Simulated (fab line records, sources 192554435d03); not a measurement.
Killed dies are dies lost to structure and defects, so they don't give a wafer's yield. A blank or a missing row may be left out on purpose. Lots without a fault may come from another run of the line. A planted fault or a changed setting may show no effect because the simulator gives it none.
Chamber matching | flow n5_finfet | N5_BEOL_M9_STRIP_19 on rie_diel-06: 4 sister chambers
The step strips in O2. 4 wafers are shown with their chamber, then 8 later ones without.

WAFERS WITH THEIR CHAMBER
wafer  | chamber | drypump_motor_current_A (A)
L082.1 | 0       | 5.4
L092.4 | 1       | 6.2
L092.5 | 3       | 5.9
L094.3 | 2       | 5.8

WAFERS WITHOUT THEIR CHAMBER
wafer  | drypump_motor_current_A (A)
L094.5 | 6.2
L094.6 | 5.4
L095.1 | 5.9
L095.2 | 5.4
L095.3 | 5.8
L097.2 | 5.7
L097.4 | 5.9
L097.6 | 5.8

WHICH CHAMBER EACH WENT THROUGH
wafer  | from the rows above | in truth
L094.5 | 1                   | 1
L094.6 | 0                   | 0
L095.1 | 3                   | 3
L095.2 | 0                   | 0
L095.3 | 2                   | 2
L097.2 | 2                   | 2
L097.4 | 3                   | 3
L097.6 | 2                   | 2
Placed correctly: 8 of 8. Can't be placed from these rows: 0. Placed wrongly: 0.
How it was worked out, from the rows above alone: a wafer's distance from a chamber is the root of the sum, over the readings, of the square of ((its reading less the chamber's mean) divided by the reading's scatter). The wafer belongs to the nearest chamber; if the next one is less than 2 further off, it can't be placed. A chamber's mean is the mean of its shown wafers. The scatter: with one shown wafer a chamber, the root of the mean of the squares of how far each hidden wafer lies from its nearest shown one.
